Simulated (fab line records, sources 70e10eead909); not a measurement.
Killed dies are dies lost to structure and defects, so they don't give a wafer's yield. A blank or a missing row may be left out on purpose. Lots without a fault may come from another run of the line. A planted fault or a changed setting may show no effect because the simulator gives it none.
fab line records | flow nand_harc | part 1 of 2: steps 1 to 21 of 27
record lots=5 wafers=15 last_day=32
route steps=1302 shown A_STAIRCASE@653
lots that met no fault: from a run of the same line without faults
start_h: hours from the record's first day to the start of the lot's first wafer shown | wait_h: hours since the lot's step before | " the same as in the row above | L1.1+2: a row that stands for several wafers | - no value, or no start given | * or withheld: withheld | < > ~ a bound
route shown NAME@n: a module of which the file shows steps, and the number in the route of the first | usual: mean/standard deviation of fault-free wafers | same: alike in all rows | chamber/n: place in a boat | sites: the reading at each site | _std_site: their standard deviation | _edge_site: outer sites' mean less inner sites' | radius_mm: how far each site lies from the wafer's centre | mask NAME#n: copy n | behind: the tool/chamber that last shaped the wafer | hold: why the lot was held/for how many hours/how that ended | device: the transistor (n, p or np) that didn't switch | end of line: the same wafers' tests at the end of the route | a step without rows: its recipe alone | killed: dies lost to structure and defects at the first sort, not the wafer's yield | map: a wafer's dies, x killed, . not, _ none there
set.NAME: the setting as run; set.NAME@STEP: as run at that earlier step | model.NAME: the simulator's own value behind a step, which no gauge read
lots at some steps of the route; a table a step, a row a wafer
services: from which hour (start_h, from the record's first day; less than 0 if before it) a tool's chamber was out of use, for how many hours, and why
## steps
# step NHARC_A_STAIRCASE_STRIP_171
# recipe power_w=1500 temp_c=250 chemistry=O2
# usual drypump_motor_current_A=6.0/0.32 heater_power_w=326/34
# columns lot.wafer tool chamber start_h wait_h drypump_motor_current_A heater_power_w rf_hours_counter_h
L075.1 plasma_asher-02 1 349.33 - 5.9 346 17
L075.3 " 1 " " 5.9 338 -
L075.4 " 0 " " 5.4 356 -
L082.1 plasma_asher-01 0 430.82 - 6.3 343 16
L082.3 " 1 " " 6.3 271 -
L082.6 " 0 " " 6.3 345 -
L093.1 plasma_asher-01 1 549.17 - 6.2 274 7
L093.4 " 0 " " 6.2 321 -
L093.5 " 1 " " 6.2 281 -
L094.2 plasma_asher-01 0 562.09 - 6.2 329 11
L094.6 " 0 " " 6.3 322 -
L094.5 " 1 " " 6.2 280 -
L097.2 plasma_asher-01 1 576.56 - 6.2 279 15
L097.6 " 0 " " 6.2 323 -
L097.5 " 1 " " 6.2 273 -
# step NHARC_A_STAIRCASE_STRIP_172
# recipe time_s=900 temp_c=130 chemistry=SPM
# columns lot.wafer tool chamber start_h wait_h
L075.4+3+1 wet_bench-09 5,6,1 349.68 0.2
L082.6+3+1 wet_bench-05 0,2,4 431.12 0.1
L093.1+4+5 wet_bench-04 5,6,7 549.49 0.3
L094.5+2+6 wet_bench-09 3,4,6 562.45 0.1
L097.5+6+2 wet_bench-05 4,5,6 576.87 0.1
# step NHARC_A_STAIRCASE_PRECLEAN_173
# recipe time_s=* temp_c=50 bath_age_min=0 chemistry=SC1
# columns lot.wafer tool chamber start_h wait_h
L075.4+3+1 wet_bench-09 5,6,1 - -
L082.6+3+1 wet_bench-05 0,2,4 - -
L093.1+4+5 wet_bench-04 5,6,7 - -
L094.5+2+6 wet_bench-09 3,4,6 - -
L097.5+6+2 wet_bench-05 4,5,6 - -
# step NHARC_A_STAIRCASE_SRD_174
# columns lot.wafer tool chamber start_h wait_h
L075.4+3+1 wet_bench-09 5,6,1 - -
L082.6+3+1 wet_bench-05 0,2,4 - -
L093.1+4+5 wet_bench-04 5,6,7 - -
L094.5+2+6 wet_bench-09 3,4,6 - -
L097.5+6+2 wet_bench-05 4,5,6 - -
# step NHARC_A_STAIRCASE_DEHYDRATE_01
# recipe temp_c=150 time_s=120
# usual resist_line_temp_C=23.01/0.11
# columns lot.wafer tool chamber start_h wait_h resist_line_temp_C
L075.1 litho_track-07 0 350.13 - 22.89
L075.3 " 0 " " 22.89
L075.4 " 0 " " 22.98
L082.1 litho_track-03 0 431.58 - 22.93
L082.3 " 0 " " 23.06
L082.6 " 0 " " 22.98
L093.1 litho_track-07 0 550.02 - 22.99
L093.4 " 0 " " 22.95
L093.5 " 0 " " 22.93
L094.2 litho_track-07 0 562.89 - 23.10
L094.5 " 0 " " 22.96
L094.6 " 0 " " 23.07
L097.2 litho_track-07 0 577.32 - 23.09
L097.5 " 0 " " 23.13
L097.6 " 0 " " 23.15
# step NHARC_A_STAIRCASE_HMDS_02
# recipe time_s=30
# usual resist_line_temp_C=23.03/0.12
# columns lot.wafer tool chamber start_h wait_h resist_line_temp_C
L075.1 litho_track-07 0 - - 23.07
L075.3 " 0 " " 22.97
L075.4 " 0 " " 23.02
L082.1 litho_track-03 0 - - 22.97
L082.3 " 0 " " 23.11
L082.6 " 0 " " 22.98
L093.1 litho_track-07 0 - - 23.01
L093.4 " 0 " " 23.02
L093.5 " 0 " " 23.06
L094.2 litho_track-07 0 - - 22.92
L094.5 " 0 " " 22.94
L094.6 " 0 " " 23.00
L097.2 litho_track-07 0 - - 22.95
L097.5 " 0 " " 22.93
L097.6 " 0 " " 22.91
# step NHARC_A_STAIRCASE_COAT_03
# recipe spin_rpm=1200
# usual resist_line_temp_C=22.99/0.11
# columns lot.wafer tool chamber start_h wait_h resist_line_temp_C
L075.1 litho_track-07 0 - - 23.05
L075.3 " 0 " " 22.97
L075.4 " 0 " " 22.96
L082.1 litho_track-03 0 - - 22.95
L082.3 " 0 " " 23.01
L082.6 " 0 " " 23.04
L093.1 litho_track-07 0 - - 22.86
L093.4 " 0 " " 23.02
L093.5 " 0 " " 23.00
L094.2 litho_track-07 0 - - 22.94
L094.5 " 0 " " 23.12
L094.6 " 0 " " 22.99
L097.2 litho_track-07 0 - - 23.17
L097.5 " 0 " " 23.05
L097.6 " 0 " " 23.04
# step NHARC_A_STAIRCASE_SOFTBAKE_04
# recipe temp_c=135 time_s=170
# usual resist_line_temp_C=23.02/0.12
# columns lot.wafer tool chamber start_h wait_h resist_line_temp_C
L075.1 litho_track-07 0 - - 22.95
L075.3 " 0 " " 23.08
L075.4 " 0 " " 23.06
L082.1 litho_track-03 0 - - 23.25
L082.3 " 0 " " 22.91
L082.6 " 0 " " 23.08
L093.1 litho_track-07 0 - - 22.91
L093.4 " 0 " " 22.88
L093.5 " 0 " " 23.05
L094.2 litho_track-07 0 - - 23.15
L094.5 " 0 " " 22.98
L094.6 " 0 " " 22.92
L097.2 litho_track-07 0 - - 23.04
L097.5 " 0 " " 23.10
L097.6 " 0 " " 23.18
# step NHARC_A_STAIRCASE_EBR_05
# usual resist_line_temp_C=23.01/0.11
# columns lot.wafer tool chamber start_h wait_h resist_line_temp_C
L075.1 litho_track-07 0 - - 23.15
L075.3 " 0 " " 23.21
L075.4 " 0 " " 23.02
L082.1 litho_track-03 0 - - 23.29
L082.3 " 0 " " 23.08
L082.6 " 0 " " 23.14
L093.1 litho_track-07 0 - - 22.89
L093.4 " 0 " " 22.97
L093.5 " 0 " " 22.99
L094.2 litho_track-07 0 - - 22.94
L094.5 " 0 " " 22.93
L094.6 " 0 " " 22.91
L097.2 litho_track-07 0 - - 23.11
L097.5 " 0 " " 22.99
L097.6 " 0 " " 23.01
# step NHARC_A_STAIRCASE_EXPOSE_06
# recipe na=0.5 dose_mj=25.43 mask_id=STAIR
# same na=0.5
# columns lot.wafer tool chamber start_h wait_h mask
L075.1+3+4 krf_scanner-03 0 350.34 - STAIR#0
L082.1+3+6 krf_scanner-01 0 431.78 - STAIR#0
L093.1+4+5 krf_scanner-01 0 550.22 - STAIR#0
L094.2+5+6 krf_scanner-01 0 563.23 - STAIR#0
L097.2+5+6 krf_scanner-02 0 577.65 - STAIR#0
# step NHARC_A_STAIRCASE_PEB_07
# recipe peb_temp_c=115 peb_time_s=130
# usual resist_line_temp_C=23.00/0.11
# columns lot.wafer tool chamber start_h wait_h resist_line_temp_C
L075.1 litho_track-05 0 350.40 0.1 22.88
L075.3 " 0 " " 22.90
L075.4 " 0 " " 22.92
L082.1 litho_track-03 0 431.85 0.1 22.98
L082.3 " 0 " " 23.16
L082.6 " 0 " " 22.90
L093.1 litho_track-03 0 550.29 0.1 22.93
L093.4 " 0 " " 22.86
L093.5 " 0 " " 22.86
L094.2 litho_track-05 0 563.29 0.1 23.07
L094.5 " 0 " " 22.94
L094.6 " 0 " " 22.95
L097.2 litho_track-07 0 577.72 0.1 22.94
L097.5 " 0 " " 23.23
L097.6 " 0 " " 22.76
# step NHARC_A_STAIRCASE_DEVELOP_08
# recipe time_s=140
# usual resist_line_temp_C=22.99/0.094
# columns lot.wafer tool chamber start_h wait_h resist_line_temp_C
L075.1 litho_track-05 0 - - 23.13
L075.3 " 0 " " 23.04
L075.4 " 0 " " 23.08
L082.1 litho_track-03 0 - - 22.90
L082.3 " 0 " " 22.88
L082.6 " 0 " " 22.93
L093.1 litho_track-03 0 - - 23.04
L093.4 " 0 " " 22.99
L093.5 " 0 " " 22.85
L094.2 litho_track-05 0 - - 22.91
L094.5 " 0 " " 23.00
L094.6 " 0 " " 22.93
L097.2 litho_track-07 0 - - 23.01
L097.5 " 0 " " 22.92
L097.6 " 0 " " 22.88
# step NHARC_A_STAIRCASE_HARDBAKE_10
# recipe temp_c=120 time_s=140
# usual resist_line_temp_C=22.99/0.11
# columns lot.wafer tool chamber start_h wait_h resist_line_temp_C
L075.1 litho_track-05 0 350.62 - 22.83
L075.3 " 0 " " 23.02
L075.4 " 0 " " 23.03
L082.1 litho_track-03 0 432.07 - 22.84
L082.3 " 0 " " 22.87
L082.6 " 0 " " 22.87
L093.1 litho_track-07 0 550.51 - 23.02
L093.4 " 0 " " 22.90
L093.5 " 0 " " 22.93
L094.2 litho_track-07 0 563.51 - 22.90
L094.5 " 0 " " 23.00
L094.6 " 0 " " 23.05
L097.2 litho_track-05 0 577.94 - 23.10
L097.5 " 0 " " 23.15
L097.6 " 0 " " 22.90
# step NHARC_A_STAIRCASE_DESCUM_11
# recipe time_s=3 o2_flow_sccm=200 ar_flow_sccm=0 bias_power_w=0 chemistry=O2
# usual drypump_motor_current_A=5.6/0.5 o2_flow_sccm=200.1/0.63 oes_product_au=1.002/0.016 rf_vpp_V=57.8/0.88 showerhead_plenum_p_Torr=1.91/0.11 throttle_valve_pct=11.311/0.0082
# columns lot.wafer tool chamber start_h wait_h drypump_motor_current_A o2_flow_sccm oes_product_au rf_hours_counter_h rf_vpp_V showerhead_plenum_p_Torr throttle_valve_pct
L075.4 rie_diel-06 3 350.71 - 5.7 200.0 1.009 9 56.5 1.79 11.313
L075.3 " 0 " " 5.8 199.4 1.010 9 56.0 1.80 11.307
L075.1 " 2 " " 5.5 200.3 1.001 8 57.0 1.89 11.311
L082.3 rie_diel-01 3 432.17 - 5.7 201.3 1.005 11 59.1 1.89 11.305
L082.1 " 1 " " 5.2 199.7 0.997 13 58.5 2.07 11.306
L082.6 " 3 " " 5.7 200.4 1.012 - 56.9 1.89 11.321
L093.4 rie_diel-01 3 550.60 - 5.7 200.9 0.991 56 59.3 1.88 11.324
L093.1 " 2 " " 6.7 200.1 0.997 51 57.2 2.02 11.305
L093.5 " 0 " " 5.9 199.9 1.012 - 57.6 1.97 11.318
L094.2 rie_diel-06 2 563.62 - 5.6 200.0 1.037 27 56.6 1.87 11.314
L094.5 " 0 " " 5.7 199.7 0.989 - 57.6 1.78 11.297
L094.6 " 1 " " 6.0 199.0 1.016 - 59.3 2.07 11.303
L097.2 rie_diel-06 2 578.08 - 5.5 200.2 1.029 36 57.0 1.87 11.297
L097.6 " 2 " " 5.5 200.9 1.028 - 57.5 1.87 11.301
L097.5 " 3 " " 5.8 200.6 1.026 - 57.0 2.07 11.315
# step NHARC_A_STAIRCASE_TRIM_12
# recipe time_s=211.2 o2_flow_sccm=500 ar_flow_sccm=0 bias_w=0 chemistry=O2
# usual drypump_motor_current_A=5.7/0.47 o2_flow_sccm=499.8/1.5 oes_product_au=1.004/0.015 rf_vpp_V=57.8/0.95 showerhead_plenum_p_Torr=3.53/0.18 throttle_valve_pct=17.036/0.0089
# columns lot.wafer tool chamber start_h wait_h drypump_motor_current_A o2_flow_sccm oes_product_au rf_hours_counter_h rf_vpp_V showerhead_plenum_p_Torr throttle_valve_pct
L075.1 rie_diel-06 0 350.81 0.1 5.8 499.6 1.010 9 57.8 3.33 17.049
L075.4 " 1 " " 6.0 500.6 1.018 8 57.4 3.30 17.037
L075.3 " 2 " " 5.6 496.6 1.001 8 58.4 3.49 17.033
L082.1 rie_diel-01 0 432.24 0.1 5.8 500.8 1.017 14 59.0 3.65 17.046
L082.3 " 3 " " 5.7 498.6 1.004 11 57.0 3.49 17.030
L082.6 " 0 " " 5.8 499.8 1.005 - 59.1 3.65 17.046
L093.4 rie_diel-01 2 550.70 0.1 6.7 500.0 1.006 51 57.7 3.71 17.052
L093.1 " 0 " " 5.8 502.0 1.016 51 58.5 3.63 17.031
L093.5 " 1 " " 5.3 500.2 0.988 - 58.5 3.77 17.055
L094.2 rie_diel-06 0 563.73 0.1 5.7 498.1 0.982 26 56.3 3.29 17.036
L094.6 " 1 " " 6.0 498.3 1.014 - 58.3 3.79 17.036
L094.5 " 2 " " 5.5 500.9 1.035 - 56.7 3.45 17.029
L097.2 rie_diel-06 1 578.34 0.2 6.0 501.0 0.998 33 57.3 3.79 17.039
L097.6 " 2 " " 5.6 500.8 1.013 - 57.0 3.45 17.036
L097.5 " 3 " " 5.7 500.4 1.022 - 59.3 3.79 17.051
# step NHARC_A_STAIRCASE_ETCH_13
# recipe target_depth_a=1000 time_s=40.5 ion_energy_ev=400 c4f8_flow_sccm=20 o2_flow_sccm=10 ar_flow_sccm=withheld rf_w=600 bias_w=1000 chemistry=C4F8/O2
# usual oes_product_au=0.944/0.019 rf_vpp_V=896/6.7
# columns lot.wafer tool chamber start_h wait_h oes_product_au rf_hours_counter_h rf_vpp_V
L075.1 rie_diel-06 0 - - 0.954 9 888
L075.3 " 1 " " 0.979 8 887
L075.4 " 3 " " 0.952 9 888
L082.1 rie_diel-01 2 - - 0.954 10 903
L082.3 " 3 " " 0.951 11 895
L082.6 " 3 " " 0.948 - 896
L093.1 rie_diel-01 1 - - 0.926 57 905
L093.4 " 0 " " 0.954 51 900
L093.5 " 1 " " 0.945 - 904
L094.2 rie_diel-06 2 - - 0.984 27 893
L094.5 " 1 " " 0.949 - 905
L094.6 " 2 " " 0.978 - 895
L097.2 rie_diel-06 3 - - 0.953 25 905
L097.5 " 1 " " 0.944 - 904
L097.6 " 2 " " 0.943 - 892
# step NHARC_A_STAIRCASE_TRIM_14
# recipe time_s=211.2 o2_flow_sccm=500 ar_flow_sccm=0 bias_w=0 chemistry=O2
# usual drypump_motor_current_A=5.7/0.49 o2_flow_sccm=499.7/1.7 oes_product_au=1.005/0.015 rf_vpp_V=57.8/0.93 showerhead_plenum_p_Torr=3.52/0.18 throttle_valve_pct=17.035/0.0091
# columns lot.wafer tool chamber start_h wait_h drypump_motor_current_A o2_flow_sccm oes_product_au rf_hours_counter_h rf_vpp_V showerhead_plenum_p_Torr throttle_valve_pct
L075.1 rie_diel-06 1 - - 6.0 499.0 1.013 8 58.3 3.30 17.046
L075.4 " 2 " " 5.5 501.3 1.003 8 57.7 3.49 17.029
L075.3 " 3 " " 5.7 500.5 1.019 9 56.7 3.31 17.034
L082.3 rie_diel-01 3 - - 5.7 500.9 0.999 11 57.8 3.49 17.036
L082.1 " 1 " " 5.3 500.2 0.991 13 57.0 3.80 17.033
L082.6 " 2 " " 6.7 498.2 1.015 - 58.6 3.74 17.030
L093.4 rie_diel-01 1 - - 5.3 499.0 0.993 57 57.9 3.77 17.023
L093.1 " 3 " " 5.7 500.0 1.000 56 57.8 3.47 17.044
L093.5 " 1 " " 5.3 499.5 0.989 - 57.6 3.77 17.034
L094.2 rie_diel-06 1 - - 6.0 501.1 1.018 28 58.0 3.79 17.038
L094.6 " 1 " " 6.0 502.2 1.023 - 57.5 3.79 17.041
L094.5 " 2 " " 5.5 500.4 1.038 - 57.5 3.45 17.036
L097.2 rie_diel-06 2 - - 5.5 497.9 1.018 37 58.1 3.45 17.043
L097.5 " 3 " " 5.7 499.5 1.023 - 60.3 3.79 17.029
L097.6 " 2 " " 5.5 499.0 1.022 - 57.3 3.45 17.038
# step NHARC_A_STAIRCASE_ETCH_15
# recipe target_depth_a=1000 time_s=40.5 ion_energy_ev=400 c4f8_flow_sccm=20 o2_flow_sccm=10 ar_flow_sccm=withheld rf_w=600 bias_w=1000 chemistry=C4F8/O2
# usual oes_product_au=0.946/0.018 rf_vpp_V=896/6.6
# columns lot.wafer tool chamber start_h wait_h oes_product_au rf_hours_counter_h rf_vpp_V
L075.3 rie_diel-06 3 - - 0.950 10 888
L075.1 " 1 " " 0.959 8 888
L075.4 " 2 " " 0.954 8 894
L082.1 rie_diel-01 1 - - 0.941 13 905
L082.3 " 2 " " 0.957 10 904
L082.6 " 3 " " 0.946 - 894
L093.1 rie_diel-01 3 - - 0.947 56 893
L093.4 " 1 " " 0.939 57 906
L093.5 " 3 " " 0.947 - 893
L094.2 rie_diel-06 0 - - 0.922 26 887
L094.6 " 1 " " 0.952 - 907
L094.5 " 2 " " 0.964 - 893
L097.2 rie_diel-06 0 - - 0.920 33 887
L097.5 " 0 " " 0.919 - 886
L097.6 " 3 " " 0.956 - 905
# step NHARC_A_STAIRCASE_TRIM_16
# recipe time_s=211.2 o2_flow_sccm=500 ar_flow_sccm=0 bias_w=0 chemistry=O2
# usual drypump_motor_current_A=5.7/0.48 o2_flow_sccm=500.0/1.6 oes_product_au=1.003/0.016 rf_vpp_V=57.7/0.89 showerhead_plenum_p_Torr=3.52/0.18 throttle_valve_pct=17.037/0.011
# columns lot.wafer tool chamber start_h wait_h drypump_motor_current_A o2_flow_sccm oes_product_au rf_hours_counter_h rf_vpp_V showerhead_plenum_p_Torr throttle_valve_pct
L075.1 rie_diel-06 1 - - 6.0 499.2 1.023 8 56.7 3.30 17.016
L075.3 " 3 " " 5.7 499.1 1.032 10 56.4 3.31 17.046
L075.4 " 0 " " 5.8 500.7 1.010 9 57.1 3.33 17.039
L082.3 rie_diel-01 1 - - 5.3 500.7 0.980 13 57.8 3.80 17.038
L082.1 " 3 " " 5.7 500.3 0.993 11 57.8 3.49 17.024
L082.6 " 0 " " 5.8 497.6 1.011 - 58.0 3.65 17.041
L093.1 rie_diel-01 0 - - 5.8 498.7 1.010 51 57.5 3.63 17.037
L093.4 " 2 " " 6.8 500.4 1.000 51 60.1 3.71 17.035
L093.5 " 3 " " 5.7 498.8 0.991 - 56.8 3.47 17.033
L094.2 rie_diel-06 1 - - 6.0 500.0 1.021 28 57.8 3.79 17.048
L094.5 " 1 " " 6.0 500.9 1.013 - 58.5 3.79 17.049
L094.6 " 2 " " 5.6 502.0 1.026 - 57.4 3.45 17.036
L097.2 rie_diel-06 3 - - 5.8 497.1 1.026 26 57.0 3.79 17.030
L097.5 " 3 " " 5.7 496.8 1.018 - 57.5 3.79 17.029
L097.6 " 0 " " 5.8 498.3 0.972 - 57.7 3.29 17.026
# step NHARC_A_STAIRCASE_ETCH_17
# recipe target_depth_a=1000 time_s=40.5 ion_energy_ev=400 c4f8_flow_sccm=20 o2_flow_sccm=10 ar_flow_sccm=withheld rf_w=600 bias_w=1000 chemistry=C4F8/O2
# usual oes_product_au=0.944/0.016 rf_vpp_V=896/6.9
# columns lot.wafer tool chamber start_h wait_h oes_product_au rf_hours_counter_h rf_vpp_V
L075.1 rie_diel-06 3 - - 0.957 10 889
L075.3 " 0 " " 0.958 9 889
L075.4 " 1 " " 0.960 8 887
L082.3 rie_diel-01 1 - - 0.937 13 907
L082.1 " 2 " " 0.950 10 902
L082.6 " 1 " " 0.935 - 906
L093.1 rie_diel-01 3 - - 0.945 56 895
L093.4 " 0 " " 0.967 51 899
L093.5 " 2 " " 0.953 - 904
L094.2 rie_diel-06 1 - - 0.955 28 905
L094.6 " 1 " " 0.946 - 904
L094.5 " 2 " " 0.971 - 892
L097.2 rie_diel-06 0 - - 0.931 33 888
L097.5 " 2 " " 0.970 - 893
L097.6 " 3 " " 0.958 - 906
# step NHARC_A_STAIRCASE_TRIM_18
# recipe time_s=211.2 o2_flow_sccm=500 ar_flow_sccm=0 bias_w=0 chemistry=O2
# usual drypump_motor_current_A=5.7/0.5 o2_flow_sccm=499.9/1.4 oes_product_au=1.003/0.016 rf_vpp_V=57.8/0.85 showerhead_plenum_p_Torr=3.52/0.19 throttle_valve_pct=17.035/0.0089
# columns lot.wafer tool chamber start_h wait_h drypump_motor_current_A o2_flow_sccm oes_product_au rf_hours_counter_h rf_vpp_V showerhead_plenum_p_Torr throttle_valve_pct
L075.4 rie_diel-06 3 - - 5.7 499.3 1.008 10 56.4 3.31 17.038
L075.3 " 1 " " 6.0 500.2 1.017 8 57.9 3.30 17.047
L075.1 " 2 " " 5.6 500.7 1.010 8 57.1 3.49 17.031
L082.1 rie_diel-01 2 - - 6.7 501.1 1.012 10 58.6 3.74 17.035
L082.3 " 0 " " 5.8 499.7 1.016 14 57.9 3.65 17.047
L082.6 " 2 " " 6.7 500.5 1.017 - 58.6 3.74 17.029
L093.1 rie_diel-01 3 - - 5.7 503.0 0.998 56 57.3 3.46 17.034
L093.4 " 0 " " 5.8 499.5 1.018 52 58.7 3.63 17.021
L093.5 " 0 " " 5.9 499.9 1.014 - 58.3 3.63 17.038
L094.2 rie_diel-06 0 - - 5.7 500.4 0.986 26 56.2 3.29 17.027
L094.6 " 3 " " 5.8 500.1 1.021 - 58.0 3.80 17.017
L094.5 " 0 " " 5.8 500.9 0.977 - 56.0 3.29 17.029
L097.2 rie_diel-06 2 - - 5.5 499.3 1.022 37 57.6 3.45 17.042
L097.6 " 0 " " 5.8 498.2 0.985 - 56.6 3.29 17.040
L097.5 " 3 " " 5.7 499.0 1.020 - 58.2 3.79 17.037
